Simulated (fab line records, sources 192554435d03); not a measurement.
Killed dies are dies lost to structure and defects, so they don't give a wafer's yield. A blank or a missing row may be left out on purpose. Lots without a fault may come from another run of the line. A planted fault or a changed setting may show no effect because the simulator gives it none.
Which tool did it? | flow n5_finfet | 24 lots, 72 wafers sampled, at 6 steps of a route of 1938

WHAT THE GAUGES READ, wafer by wafer
The record holds no reading of a measuring or inspecting step that can be judged against a usual standard deviation.

WHICH TOOL RAN EACH LOT (tool, then ch and the chambers of the sampled wafers, then the start)
lot  | N5_BEOL_M2_SPUTTER_90        | N5_BEOL_M2_ANNEAL_95         | N5_BEOL_M2_SPUTTER_96        | N5_BEOL_M2_CO_CAP_55             | N5_BEOL_M3_ETCH_70                 | N5_BEOL_M3_TRENCH_ETCH_37
L074 | pvd_sputter-03, day 8 03:20  | pvd_sputter-03, day 8 03:52  | pvd_sputter-03, day 8 04:00  | cvd_co-01 ch 0,1,2, day 8 04:52  | rie_diel-06 ch 0,2,3, day 8 18:08  | rie_diel-06 ch 0,2,3, no start
L075 | pvd_sputter-03, day 8 13:10  | pvd_sputter-03, day 8 13:41  | pvd_sputter-03, day 8 13:49  | cvd_co-01 ch 0,1, day 8 14:43    | rie_diel-06 ch 0,1,3, day 8 22:25  | rie_diel-06 ch 0,1,3, no start
L076 | pvd_sputter-02, day 8 22:36  | pvd_sputter-02, day 8 23:07  | pvd_sputter-02, day 8 23:16  | cvd_co-02 ch 0,1, day 9 00:16    | rie_diel-03 ch 0,2,3, day 9 15:14  | rie_diel-03 ch 0,2,3, no start
L077 | pvd_sputter-02, day 9 04:52  | pvd_sputter-02, day 9 05:23  | pvd_sputter-02, day 9 05:31  | cvd_co-01 ch 0,1, day 9 06:26    | rie_diel-03 ch 0,1, day 9 20:34    | rie_diel-03 ch 0,1, no start
L078 | pvd_sputter-02, day 9 13:22  | pvd_sputter-02, day 9 13:53  | pvd_sputter-02, day 9 14:02  | cvd_co-01 ch 0,1,2, day 9 14:53  | rie_diel-06 ch 2,3, day 10 14:23   | rie_diel-06 ch 2,3, no start
L079 | pvd_sputter-02, day 9 21:56  | pvd_sputter-02, day 9 22:28  | pvd_sputter-02, day 9 22:36  | cvd_co-02 ch 0,1,2, day 9 23:28  | rie_diel-03 ch 0,1,3, day 10 10:06 | rie_diel-03 ch 0,1,3, no start
L080 | pvd_sputter-01, day 9 22:59  | pvd_sputter-01, day 9 23:31  | pvd_sputter-01, day 9 23:39  | cvd_co-01 ch 1,2, day 10 00:32   | rie_diel-02 ch 0,3, day 10 07:02   | rie_diel-02 ch 0,3, no start
L081 | pvd_sputter-01, day 10 02:34 | pvd_sputter-01, day 10 03:05 | pvd_sputter-01, day 10 03:13 | cvd_co-01 ch 0,1, day 10 04:23   | rie_diel-02 ch 1,3, day 10 08:17   | rie_diel-02 ch 1,3, no start
L083 | pvd_sputter-02, day 10 03:37 | pvd_sputter-02, day 10 04:08 | pvd_sputter-02, day 10 04:16 | cvd_co-02 ch 0,1,2, day 10 06:00 | rie_diel-06 ch 0,1,2, day 10 19:40 | rie_diel-06 ch 0,1,2, no start
L082 | pvd_sputter-03, day 10 09:38 | pvd_sputter-03, day 10 10:10 | pvd_sputter-03, day 10 10:18 | cvd_co-02 ch 1,2, day 10 11:10   | rie_diel-02 ch 1,3, day 11 05:37   | rie_diel-02 ch 1,3, no start
L084 | pvd_sputter-01, day 10 17:28 | pvd_sputter-01, day 10 17:59 | pvd_sputter-01, day 10 18:08 | cvd_co-01 ch 0,1, day 10 19:00   | rie_diel-06 ch 1,2,3, day 11 10:04 | rie_diel-06 ch 1,2,3, no start
L085 | pvd_sputter-03, day 10 22:06 | pvd_sputter-03, day 10 22:37 | pvd_sputter-03, day 10 22:46 | cvd_co-02 ch 0,1,2, day 10 23:37 | rie_diel-03 ch 1,2,3, day 11 10:16 | rie_diel-03 ch 1,2,3, no start
L086 | pvd_sputter-02, day 10 22:13 | pvd_sputter-02, day 10 22:44 | pvd_sputter-02, day 10 22:53 | cvd_co-02 ch 0,1, day 10 23:53   | rie_diel-02 ch 1,3, day 11 14:14   | rie_diel-02 ch 1,3, no start
L088 | pvd_sputter-02, day 11 07:43 | pvd_sputter-02, day 11 08:14 | pvd_sputter-02, day 11 08:23 | cvd_co-01 ch 0,1,2, day 11 09:15 | rie_diel-06 ch 0,1,2, day 11 18:06 | rie_diel-06 ch 0,1,2, no start
L089 | pvd_sputter-01, day 11 07:50 | pvd_sputter-01, day 11 08:22 | pvd_sputter-01, day 11 08:30 | cvd_co-02 ch 1,2, day 11 09:22   | rie_diel-06 ch 0,1, day 11 21:31   | rie_diel-06 ch 0,1, no start
L087 | pvd_sputter-01, day 12 00:17 | pvd_sputter-01, day 12 00:49 | pvd_sputter-01, day 12 00:57 | cvd_co-02 ch 1,2, day 12 01:49   | rie_diel-06 ch 0,3, day 12 12:22   | rie_diel-06 ch 0,3, no start
L091 | pvd_sputter-03, day 12 14:40 | pvd_sputter-03, day 12 15:11 | pvd_sputter-03, day 12 15:20 | cvd_co-01 ch 0,1, day 12 16:12   | rie_diel-02 ch 0,2,3, day 12 19:05 | rie_diel-02 ch 0,2,3, no start
L090 | pvd_sputter-02, day 12 14:50 | pvd_sputter-02, day 12 15:22 | pvd_sputter-02, day 12 15:30 | cvd_co-02 ch 1,2, day 12 16:40   | rie_diel-03 ch 0,3, day 13 06:29   | rie_diel-03 ch 0,3, no start
L092 | pvd_sputter-01, day 13 02:23 | pvd_sputter-01, day 13 02:55 | pvd_sputter-01, day 13 03:03 | cvd_co-01 ch 0,1, day 13 03:55   | rie_diel-06 ch 0,1,3, day 13 16:40 | rie_diel-06 ch 0,1,3, no start
L093 | pvd_sputter-02, day 13 03:01 | pvd_sputter-02, day 13 03:32 | pvd_sputter-02, day 13 03:41 | cvd_co-02 ch 1,2, day 13 04:37   | rie_diel-03 ch 0,3, day 13 11:43   | rie_diel-03 ch 0,3, no start
L094 | pvd_sputter-01, day 14 01:29 | pvd_sputter-01, day 14 02:00 | pvd_sputter-01, day 14 02:08 | cvd_co-02 ch 0,2, day 14 03:03   | rie_diel-02 ch 0,2,3, day 14 10:10 | rie_diel-02 ch 0,2,3, no start
L097 | pvd_sputter-02, day 14 04:24 | pvd_sputter-02, day 14 04:55 | pvd_sputter-02, day 14 05:04 | cvd_co-02 ch 0,1, day 14 06:19   | rie_diel-02 ch 0,2,3, day 14 18:34 | rie_diel-02 ch 0,2,3, no start
L095 | pvd_sputter-01, day 14 04:41 | pvd_sputter-01, day 14 05:12 | pvd_sputter-01, day 14 05:20 | cvd_co-01 ch 0,1, day 14 06:31   | rie_diel-03 ch 0,1,3, day 15 01:02 | rie_diel-03 ch 0,1,3, no start
L096 | pvd_sputter-01, day 14 09:10 | pvd_sputter-01, day 14 09:41 | pvd_sputter-01, day 14 09:49 | cvd_co-01 ch 0,2, day 14 10:41   | rie_diel-03 ch 0,2,3, day 15 02:20 | rie_diel-03 ch 0,2,3, no start
- N5_BEOL_M2_SPUTTER_90: material Cu, target thk 4.5 nm, time 8.29 s.
- N5_BEOL_M2_ANNEAL_95: time 240 s.
- N5_BEOL_M2_SPUTTER_96: material Cu, target thk 4.5 nm, time 8.29 s.
- N5_BEOL_M2_CO_CAP_55: material Co, precursor CCTBA/H2, target thk 2 nm, time 102.1 s.
- N5_BEOL_M3_ETCH_70: etches SOC in N2/H2, target depth 80 nm, overetch 16 nm, time 120 s.
- N5_BEOL_M3_TRENCH_ETCH_37: etches SiOC in C4F6/O2, target depth 55.555 nm, time 29.2 s.

WHAT THE TOOLS THEMSELVES READ (means of the sampled wafers that have a number; where no wafer has one, the mark that the record gives instead)
N5_BEOL_M2_SPUTTER_90.
lot  | tool           | chuck_sensor_temp_C (C) | susceptor_temp_C (C) | throttle_valve_pct (%)
L074 | pvd_sputter-03 | -15.0                   | -20.06               | 29.9
L075 | pvd_sputter-03 | -15.5                   | -19.97               | 30.2
L076 | pvd_sputter-02 | -16.1                   | -20.00               | 30.4
L077 | pvd_sputter-02 | -16.3                   | -20.01               | 30.5
L078 | pvd_sputter-02 | -16.3                   | -19.93               | 30.4
L079 | pvd_sputter-02 | -16.2                   | -19.98               | 30.2
L080 | pvd_sputter-01 | -16.4                   | -19.89               | 30.3
L081 | pvd_sputter-01 | -16.2                   | -19.88               | 30.3
L083 | pvd_sputter-02 | -16.2                   | -20.08               | 30.5
L082 | pvd_sputter-03 | -15.8                   | -20.05               | 30.5
L084 | pvd_sputter-01 | -16.3                   | -20.00               | 30.7
L085 | pvd_sputter-03 | -15.4                   | -19.95               | 29.9
L086 | pvd_sputter-02 | -16.2                   | -20.08               | 30.2
L088 | pvd_sputter-02 | -15.9                   | -19.97               | 30.5
L089 | pvd_sputter-01 | -16.2                   | -19.92               | 30.3
L087 | pvd_sputter-01 | -16.2                   | -20.09               | 30.6
L091 | pvd_sputter-03 | -15.8                   | -19.94               | 30.5
L090 | pvd_sputter-02 | -16.4                   | -20.24               | 30.3
L092 | pvd_sputter-01 | -16.3                   | -20.00               | 30.2
L093 | pvd_sputter-02 | -16.2                   | -20.01               | 30.2
L094 | pvd_sputter-01 | -16.2                   | -20.06               | 30.4
L097 | pvd_sputter-02 | -16.4                   | -19.95               | 30.3
L095 | pvd_sputter-01 | -16.3                   | -19.93               | 30.3
L096 | pvd_sputter-01 | -16.4                   | -19.99               | 30.7

N5_BEOL_M2_ANNEAL_95.
lot  | tool           | heater_power_w (W) | susceptor_temp_C (C)
L074 | pvd_sputter-03 | 805                | 400.02
L075 | pvd_sputter-03 | 762                | 400.11
L076 | pvd_sputter-02 | 839                | 400.05
L077 | pvd_sputter-02 | 866                | 399.94
L078 | pvd_sputter-02 | 861                | 400.21
L079 | pvd_sputter-02 | 858                | 400.03
L080 | pvd_sputter-01 | 845                | 400.13
L081 | pvd_sputter-01 | 816                | 400.03
L083 | pvd_sputter-02 | 860                | 400.09
L082 | pvd_sputter-03 | 782                | 400.04
L084 | pvd_sputter-01 | 826                | 399.83
L085 | pvd_sputter-03 | 780                | 399.83
L086 | pvd_sputter-02 | 858                | 399.91
L088 | pvd_sputter-02 | 783                | 400.17
L089 | pvd_sputter-01 | 802                | 400.12
L087 | pvd_sputter-01 | 811                | 400.09
L091 | pvd_sputter-03 | 761                | 400.22
L090 | pvd_sputter-02 | 924                | 399.95
L092 | pvd_sputter-01 | 827                | 400.09
L093 | pvd_sputter-02 | 837                | 400.10
L094 | pvd_sputter-01 | 827                | 400.04
L097 | pvd_sputter-02 | 919                | 399.97
L095 | pvd_sputter-01 | 819                | 400.04
L096 | pvd_sputter-01 | 834                | 400.10

N5_BEOL_M2_SPUTTER_96.
lot  | tool           | chuck_sensor_temp_C (C) | susceptor_temp_C (C) | throttle_valve_pct (%)
L074 | pvd_sputter-03 | -15.0                   | -20.01               | 29.9
L075 | pvd_sputter-03 | -15.4                   | -19.99               | 30.1
L076 | pvd_sputter-02 | -16.3                   | -19.99               | 30.5
L077 | pvd_sputter-02 | -16.2                   | -20.11               | 30.4
L078 | pvd_sputter-02 | -16.3                   | -20.09               | 30.4
L079 | pvd_sputter-02 | -16.1                   | -20.01               | 30.1
L080 | pvd_sputter-01 | -16.5                   | -20.04               | 30.4
L081 | pvd_sputter-01 | -16.3                   | -20.06               | 30.5
L083 | pvd_sputter-02 | -16.3                   | -20.12               | 30.3
L082 | pvd_sputter-03 | -15.7                   | -20.01               | 30.4
L084 | pvd_sputter-01 | -16.2                   | -19.98               | 30.7
L085 | pvd_sputter-03 | -15.2                   | -20.03               | 29.9
L086 | pvd_sputter-02 | -16.2                   | -19.88               | 30.2
L088 | pvd_sputter-02 | -16.0                   | -20.04               | 30.6
L089 | pvd_sputter-01 | -16.3                   | -20.06               | 30.5
L087 | pvd_sputter-01 | -16.2                   | -20.04               | 30.4
L091 | pvd_sputter-03 | -15.9                   | -19.90               | 30.6
L090 | pvd_sputter-02 | -16.3                   | -19.90               | 30.1
L092 | pvd_sputter-01 | -16.4                   | -19.92               | 30.2
L093 | pvd_sputter-02 | -16.1                   | -19.98               | 30.3
L094 | pvd_sputter-01 | -16.4                   | -20.01               | 30.6
L097 | pvd_sputter-02 | -16.4                   | -20.08               | 30.2
L095 | pvd_sputter-01 | -16.3                   | -20.10               | 30.2
L096 | pvd_sputter-01 | -16.3                   | -20.08               | 30.6

N5_BEOL_M2_CO_CAP_55.
lot  | tool      | heater_power_outer_w (W) | heater_power_w (W) | susceptor_temp_C (C)
L074 | cvd_co-01 | 117                      | 234                | 200.08
L075 | cvd_co-01 | 111                      | 225                | 200.10
L076 | cvd_co-02 | 137                      | 278                | 200.08
L077 | cvd_co-01 | 122                      | 240                | 199.93
L078 | cvd_co-01 | 119                      | 234                | 200.01
L079 | cvd_co-02 | 136                      | 267                | 200.00
L080 | cvd_co-01 | 123                      | 245                | 199.89
L081 | cvd_co-01 | 122                      | 239                | 200.12
L083 | cvd_co-02 | 137                      | 268                | 200.25
L082 | cvd_co-02 | 147                      | 291                | 200.06
L084 | cvd_co-01 | 112                      | 224                | 200.12
L085 | cvd_co-02 | 136                      | 268                | 200.12
L086 | cvd_co-02 | 131                      | 256                | 199.99
L088 | cvd_co-01 | 118                      | 232                | 199.93
L089 | cvd_co-02 | 146                      | 290                | 200.09
L087 | cvd_co-02 | 144                      | 291                | 200.00
L091 | cvd_co-01 | 125                      | 242                | 200.23
L090 | cvd_co-02 | 141                      | 278                | 200.05
L092 | cvd_co-01 | 114                      | 225                | 199.84
L093 | cvd_co-02 | 144                      | 290                | 200.15
L094 | cvd_co-02 | 135                      | 265                | 199.79
L097 | cvd_co-02 | 129                      | 259                | 199.96
L095 | cvd_co-01 | 112                      | 225                | 200.03
L096 | cvd_co-01 | 105                      | 221                | 200.04

N5_BEOL_M3_ETCH_70.
lot  | tool        | drypump_motor_current_A (A) | oes_product_au (a.u.) | rf_vpp_V (V) | showerhead_plenum_p_Torr (Torr) | throttle_valve_pct (%)
L074 | rie_diel-06 | 5.6                         | 0.66                  | 524.3        | 2.54                            | 17.39
L075 | rie_diel-06 | 5.7                         | 0.61                  | 524.7        | 2.54                            | 17.54
L076 | rie_diel-03 | 5.8                         | 0.65                  | 526.8        | 2.66                            | 17.66
L077 | rie_diel-03 | 6.1                         | 0.58                  | 525.1        | 2.57                            | 17.70
L078 | rie_diel-06 | 5.3                         | 0.67                  | 524.0        | 2.51                            | 17.46
L079 | rie_diel-03 | 5.7                         | 0.61                  | 526.0        | 2.62                            | 17.85
L080 | rie_diel-02 | 5.8                         | 0.53                  | 523.1        | 2.57                            | 18.20
L081 | rie_diel-02 | 5.7                         | 0.58                  | 525.7        | 2.58                            | 17.77
L083 | rie_diel-06 | 5.7                         | 0.60                  | 525.8        | 2.58                            | 17.55
L082 | rie_diel-02 | 5.7                         | 0.56                  | 525.2        | 2.57                            | 17.78
L084 | rie_diel-06 | 5.4                         | 0.62                  | 524.1        | 2.55                            | 17.61
L085 | rie_diel-03 | 5.7                         | 0.62                  | 526.8        | 2.67                            | 17.99
L086 | rie_diel-02 | 5.6                         | 0.57                  | 522.4        | 2.52                            | 17.75
L088 | rie_diel-06 | 5.7                         | 0.59                  | 525.7        | 2.57                            | 17.57
L089 | rie_diel-06 | 6.0                         | 0.57                  | 525.3        | 2.55                            | 17.53
L087 | rie_diel-06 | 6.0                         | 0.61                  | 523.5        | 2.51                            | 17.41
L091 | rie_diel-02 | 5.8                         | 0.62                  | 522.8        | 2.49                            | 17.84
L090 | rie_diel-03 | 5.5                         | 0.64                  | 527.0        | 2.65                            | 17.72
L092 | rie_diel-06 | 5.7                         | 0.66                  | 523.4        | 2.52                            | 17.40
L093 | rie_diel-03 | 5.9                         | 0.61                  | 526.0        | 2.59                            | 17.59
L094 | rie_diel-02 | 5.8                         | 0.61                  | 522.0        | 2.48                            | 17.86
L097 | rie_diel-02 | 5.8                         | 0.61                  | 522.1        | 2.48                            | 17.88
L095 | rie_diel-03 | 5.7                         | 0.65                  | 525.1        | 2.61                            | 17.75
L096 | rie_diel-03 | 5.8                         | 0.62                  | 527.1        | 2.64                            | 17.74

N5_BEOL_M3_TRENCH_ETCH_37.
lot  | tool        | drypump_motor_current_A (A) | oes_product_au (a.u.) | rf_vpp_V (V) | showerhead_plenum_p_Torr (Torr) | throttle_valve_pct (%)
L074 | rie_diel-06 | 5.6                         | 0.86                  | 653          | 2.86                            | 20.63
L075 | rie_diel-06 | 5.7                         | 0.79                  | 663          | 2.85                            | 20.73
L076 | rie_diel-03 | 5.9                         | 0.87                  | 666          | 2.95                            | 20.56
L077 | rie_diel-03 | 6.1                         | 0.79                  | 670          | 2.86                            | 20.67
L078 | rie_diel-06 | 5.3                         | 0.87                  | 664          | 2.83                            | 20.72
L079 | rie_diel-03 | 5.7                         | 0.81                  | 663          | 2.92                            | 20.84
L080 | rie_diel-02 | 5.8                         | 0.68                  | 662          | 2.87                            | 21.10
L081 | rie_diel-02 | 5.7                         | 0.75                  | 678          | 2.87                            | 20.72
L083 | rie_diel-06 | 5.6                         | 0.78                  | 649          | 2.89                            | 20.68
L082 | rie_diel-02 | 5.7                         | 0.74                  | 677          | 2.87                            | 20.73
L084 | rie_diel-06 | 5.4                         | 0.80                  | 658          | 2.87                            | 20.76
L085 | rie_diel-03 | 5.7                         | 0.81                  | 659          | 2.96                            | 20.90
L086 | rie_diel-02 | 5.5                         | 0.75                  | 674          | 2.81                            | 20.74
L088 | rie_diel-06 | 5.7                         | 0.76                  | 648          | 2.88                            | 20.69
L089 | rie_diel-06 | 6.0                         | 0.75                  | 652          | 2.86                            | 20.69
L087 | rie_diel-06 | 5.9                         | 0.80                  | 658          | 2.82                            | 20.66
L091 | rie_diel-02 | 5.7                         | 0.82                  | 661          | 2.79                            | 20.92
L090 | rie_diel-03 | 5.5                         | 0.84                  | 662          | 2.95                            | 20.72
L092 | rie_diel-06 | 5.7                         | 0.87                  | 661          | 2.83                            | 20.60
L093 | rie_diel-03 | 5.8                         | 0.82                  | 671          | 2.89                            | 20.56
L094 | rie_diel-02 | 5.8                         | 0.80                  | 662          | 2.79                            | 20.94
L097 | rie_diel-02 | 5.8                         | 0.80                  | 662          | 2.79                            | 20.94
L095 | rie_diel-03 | 5.7                         | 0.88                  | 662          | 2.91                            | 20.75
L096 | rie_diel-03 | 5.8                         | 0.82                  | 667          | 2.93                            | 20.63

THE ANSWER, worked out from the rows above alone
Rule: what is usual is taken from the lots themselves. Put in order of their means at a reading, lots are off if they are a third of the lots or fewer, leave a main group of 4 or more, and stand apart from it by a gap of 3 or more times the standard deviation of the main group's means; of several such gaps the widest counts. A main group whose means are all the same, to the digits that the tables above print for the reading, isn't used. A lot without any number at a reading at which 4 lots or more have one is off too. The other lots that the step has rows for count as sound. The gauges are gone through in route order, then the tools' own readings, and for those a lot's mean is taken as printed above. The first step at which some lot is off is used, and at that step the reading that is off furthest; a lot without a number counts as furthest.
No lot is off at any reading shown: from this, nothing can be told.

WHAT THE SIMULATOR HAD PUT IN
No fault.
